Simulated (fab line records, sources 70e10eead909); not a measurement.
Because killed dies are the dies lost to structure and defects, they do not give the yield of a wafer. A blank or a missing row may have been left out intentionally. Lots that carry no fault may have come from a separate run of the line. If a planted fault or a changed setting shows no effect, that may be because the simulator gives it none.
Which tool did it? / flow nand harc / 22 lots, 66 wafers sampled, at 2 steps of a route of 1302

WHAT THE GAUGES READ, wafer by wafer
NHARC_A_STAIRCASE_INSPECT_155. Usual: raw defect count 424, standard deviation 130.
lot=L074; measured=day 19 12:01; on=defect inspect-01; raw defect count=412 406 380; flag=
lot=L075; measured=day 19 12:12; on=defect inspect-02; raw defect count=544 650 494; flag=
lot=L076; measured=day 19 23:14; on=defect inspect-01; raw defect count=376 394 362; flag=
lot=L080; measured=day 21 04:46; on=defect inspect-01; raw defect count=321 312 582; flag=
lot=L077; measured=day 21 04:56; on=defect inspect-02; raw defect count=644 344 746; flag=
lot=L078; measured=day 21 06:08; on=defect inspect-02; raw defect count=428 514 739; flag=
lot=L079; measured=day 21 09:56; on=defect inspect-02; raw defect count=395 372 448; flag=
lot=L081; measured=day 21 16:59; on=defect inspect-01; raw defect count=339 391 442; flag=
lot=L083; measured=day 22 15:01; on=defect inspect-01; raw defect count=403 559 574; flag=
lot=L082; measured=day 22 15:19; on=defect inspect-02; raw defect count=287 345 555; flag=
lot=L084; measured=day 23 11:27; on=defect inspect-01; raw defect count=273 215 244; flag=
lot=L086; measured=day 24 08:10; on=defect inspect-02; raw defect count=317 290 326; flag=
lot=L089; measured=day 24 23:29; on=defect inspect-02; raw defect count=326 257 259; flag=
lot=L087; measured=day 25 02:03; on=defect inspect-02; raw defect count=524 441 524; flag=
lot=L090; measured=day 25 16:02; on=defect inspect-02; raw defect count=328 342 427; flag=
lot=L091; measured=day 26 18:43; on=defect inspect-01; raw defect count=392 366 268; flag=
lot=L093; measured=day 27 08:05; on=defect inspect-01; raw defect count=366 246 286; flag=
lot=L092; measured=day 27 09:28; on=defect inspect-02; raw defect count=395 467 441; flag=
lot=L095; measured=day 27 23:00; on=defect inspect-01; raw defect count=391 836 582; flag=
lot=L094; measured=day 27 23:17; on=defect inspect-01; raw defect count=361 520 630; flag=
lot=L096; measured=day 28 02:59; on=defect inspect-01; raw defect count=266 374 182; flag=
lot=L097; measured=day 28 20:56; on=defect inspect-01; raw defect count=295 357 468; flag=

TOOL THAT RAN EACH LOT (tool first, then ch and the chambers of the sampled wafers, then the start)
lot=L074; NHARC_A_STAIRCASE_DESCUM_443=rie diel-09 ch 0,1,3, day 19 04:58
lot=L075; NHARC_A_STAIRCASE_DESCUM_443=rie diel-01 ch 1,2,3, day 19 05:07
lot=L076; NHARC_A_STAIRCASE_DESCUM_443=rie diel-01 ch 1,2,3, day 19 16:11
lot=L080; NHARC_A_STAIRCASE_DESCUM_443=rie diel-09 ch 0,1,3, day 20 21:41
lot=L077; NHARC_A_STAIRCASE_DESCUM_443=rie diel-05 ch 1,2,3, day 20 21:49
lot=L078; NHARC_A_STAIRCASE_DESCUM_443=rie diel-01 ch 0,3, day 20 22:06
lot=L079; NHARC_A_STAIRCASE_DESCUM_443=rie diel-01 ch 2,3, day 20 22:10
lot=L081; NHARC_A_STAIRCASE_DESCUM_443=rie diel-01 ch 0,1,2, day 21 09:55
lot=L083; NHARC_A_STAIRCASE_DESCUM_443=rie diel-01 ch 1,2,3, day 22 07:59
lot=L082; NHARC_A_STAIRCASE_DESCUM_443=rie diel-05 ch 1,2,3, day 22 08:09
lot=L084; NHARC_A_STAIRCASE_DESCUM_443=rie diel-09 ch 0,2,3, day 23 04:25
lot=L086; NHARC_A_STAIRCASE_DESCUM_443=rie diel-01 ch 0,1,2, day 24 01:06
lot=L089; NHARC_A_STAIRCASE_DESCUM_443=rie diel-05 ch 0,1,3, day 24 15:31
lot=L087; NHARC_A_STAIRCASE_DESCUM_443=rie diel-01 ch 1,2, day 24 15:41
lot=L090; NHARC_A_STAIRCASE_DESCUM_443=rie diel-05 ch 0,1,3, day 25 09:01
lot=L091; NHARC_A_STAIRCASE_DESCUM_443=rie diel-09 ch 1,3, day 26 11:39
lot=L093; NHARC_A_STAIRCASE_DESCUM_443=rie diel-01 ch 2,3, day 27 00:52
lot=L092; NHARC_A_STAIRCASE_DESCUM_443=rie diel-09 ch 0,1,2, day 27 01:02
lot=L095; NHARC_A_STAIRCASE_DESCUM_443=rie diel-09 ch 0,2, day 27 15:52
lot=L094; NHARC_A_STAIRCASE_DESCUM_443=rie diel-05 ch 2,3, day 27 16:07
lot=L096; NHARC_A_STAIRCASE_DESCUM_443=rie diel-05 ch 0,3, day 27 16:12
lot=L097; NHARC_A_STAIRCASE_DESCUM_443=rie diel-01 ch 1,2,3, day 28 13:56
- NHARC_A_STAIRCASE_DESCUM_443: chemistry O2, time 3 s.

WHAT THE TOOLS THEMSELVES READ (means of the sampled wafers that have a number; where no wafer has one, the mark that the record gives instead)
NHARC_A_STAIRCASE_DESCUM_443. Usual: drypump motor current A 5.8 A, standard deviation 0.56; mfc ar sccm 0.007 sccm, standard deviation 0.012; oes product au 0.998 a.u., standard deviation 0.0073; rf vpp V 57.9 V, standard deviation 0.94; showerhead plenum p Torr 1.94 Torr, standard deviation 0.1; throttle valve pct 11.309 %, standard deviation 0.0091.
lot=L074; tool=rie diel-09; drypump motor current A (A)=5.7; mfc ar sccm (sccm)=0.003; oes product au (a.u.)=1.000; rf vpp V (V)=57.8; showerhead plenum p Torr (Torr)=1.92; throttle valve pct (%)=11.310; flag=
lot=L075; tool=rie diel-01; drypump motor current A (A)=6.2; mfc ar sccm (sccm)=0.000; oes product au (a.u.)=0.994; rf vpp V (V)=58.3; showerhead plenum p Torr (Torr)=1.95; throttle valve pct (%)=11.308; flag=
lot=L076; tool=rie diel-01; drypump motor current A (A)=6.2; mfc ar sccm (sccm)=0.000; oes product au (a.u.)=0.989; rf vpp V (V)=59.0; showerhead plenum p Torr (Torr)=1.95; throttle valve pct (%)=11.316; flag=
lot=L080; tool=rie diel-09; drypump motor current A (A)=5.7; mfc ar sccm (sccm)=0.003; oes product au (a.u.)=0.990; rf vpp V (V)=57.2; showerhead plenum p Torr (Torr)=1.92; throttle valve pct (%)=11.311; flag=
lot=L077; tool=rie diel-05; drypump motor current A (A)=5.4; mfc ar sccm (sccm)=0.024; oes product au (a.u.)=1.000; rf vpp V (V)=57.9; showerhead plenum p Torr (Torr)=1.96; throttle valve pct (%)=11.309; flag=
lot=L078; tool=rie diel-01; drypump motor current A (A)=5.2; mfc ar sccm (sccm)=0.000; oes product au (a.u.)=0.995; rf vpp V (V)=58.1; showerhead plenum p Torr (Torr)=1.97; throttle valve pct (%)=11.309; flag=
lot=L079; tool=rie diel-01; drypump motor current A (A)=6.2; mfc ar sccm (sccm)=0.000; oes product au (a.u.)=0.993; rf vpp V (V)=58.0; showerhead plenum p Torr (Torr)=1.97; throttle valve pct (%)=11.309; flag=
lot=L081; tool=rie diel-01; drypump motor current A (A)=5.9; mfc ar sccm (sccm)=0.000; oes product au (a.u.)=1.005; rf vpp V (V)=58.6; showerhead plenum p Torr (Torr)=2.04; throttle valve pct (%)=11.306; flag=
lot=L083; tool=rie diel-01; drypump motor current A (A)=6.2; mfc ar sccm (sccm)=0.000; oes product au (a.u.)=1.005; rf vpp V (V)=57.3; showerhead plenum p Torr (Torr)=1.94; throttle valve pct (%)=11.311; flag=
lot=L082; tool=rie diel-05; drypump motor current A (A)=5.4; mfc ar sccm (sccm)=0.024; oes product au (a.u.)=0.991; rf vpp V (V)=58.2; showerhead plenum p Torr (Torr)=1.96; throttle valve pct (%)=11.309; flag=
lot=L084; tool=rie diel-09; drypump motor current A (A)=5.8; mfc ar sccm (sccm)=0.003; oes product au (a.u.)=0.997; rf vpp V (V)=57.6; showerhead plenum p Torr (Torr)=1.87; throttle valve pct (%)=11.301; flag=
lot=L086; tool=rie diel-01; drypump motor current A (A)=5.8; mfc ar sccm (sccm)=0.000; oes product au (a.u.)=0.999; rf vpp V (V)=58.8; showerhead plenum p Torr (Torr)=2.03; throttle valve pct (%)=11.305; flag=
lot=L089; tool=rie diel-05; drypump motor current A (A)=5.9; mfc ar sccm (sccm)=0.026; oes product au (a.u.)=0.994; rf vpp V (V)=57.7; showerhead plenum p Torr (Torr)=1.92; throttle valve pct (%)=11.300; flag=
lot=L087; tool=rie diel-01; drypump motor current A (A)=6.3; mfc ar sccm (sccm)=0.000; oes product au (a.u.)=1.003; rf vpp V (V)=57.8; showerhead plenum p Torr (Torr)=2.00; throttle valve pct (%)=11.312; flag=
lot=L090; tool=rie diel-05; drypump motor current A (A)=5.8; mfc ar sccm (sccm)=0.026; oes product au (a.u.)=0.994; rf vpp V (V)=57.4; showerhead plenum p Torr (Torr)=1.91; throttle valve pct (%)=11.307; flag=
lot=L091; tool=rie diel-09; drypump motor current A (A)=5.5; mfc ar sccm (sccm)=0.007; oes product au (a.u.)=1.000; rf vpp V (V)=58.1; showerhead plenum p Torr (Torr)=1.89; throttle valve pct (%)=11.304; flag=
lot=L093; tool=rie diel-01; drypump motor current A (A)=6.1; mfc ar sccm (sccm)=0.000; oes product au (a.u.)=0.987; rf vpp V (V)=58.6; showerhead plenum p Torr (Torr)=2.06; throttle valve pct (%)=11.312; flag=
lot=L092; tool=rie diel-09; drypump motor current A (A)=5.8; mfc ar sccm (sccm)=0.000; oes product au (a.u.)=0.997; rf vpp V (V)=58.0; showerhead plenum p Torr (Torr)=1.87; throttle valve pct (%)=11.304; flag=
lot=L095; tool=rie diel-09; drypump motor current A (A)=5.9; mfc ar sccm (sccm)=0.000; oes product au (a.u.)=1.003; rf vpp V (V)=56.9; showerhead plenum p Torr (Torr)=1.83; throttle valve pct (%)=11.308; flag=
lot=L094; tool=rie diel-05; drypump motor current A (A)=5.8; mfc ar sccm (sccm)=0.032; oes product au (a.u.)=1.000; rf vpp V (V)=58.9; showerhead plenum p Torr (Torr)=1.96; throttle valve pct (%)=11.306; flag=
lot=L096; tool=rie diel-05; drypump motor current A (A)=6.2; mfc ar sccm (sccm)=0.034; oes product au (a.u.)=1.001; rf vpp V (V)=57.8; showerhead plenum p Torr (Torr)=1.92; throttle valve pct (%)=11.316; flag=
lot=L097; tool=rie diel-01; drypump motor current A (A)=6.2; mfc ar sccm (sccm)=0.000; oes product au (a.u.)=1.009; rf vpp V (V)=58.2; showerhead plenum p Torr (Torr)=2.03; throttle valve pct (%)=11.318; flag=

THE ANSWER, worked out from the rows above alone
Rule: take the mean of a lot's wafers that have a number; if it is more than 3 standard deviations from the usual mean, the lot is off. A lot without any number at a reading at which 4 lots or more have one is off too. The other lots that the step has rows for count as sound. The gauges are gone through in route order, then the tools' own readings, and for those a lot's mean is taken as printed above. At the first step where some lot is off, the reading lying furthest off is the one used; lots without a number count as furthest.
None of the lots is off at any reading shown; this tells nothing.

WHAT THE SIMULATOR PUT IN
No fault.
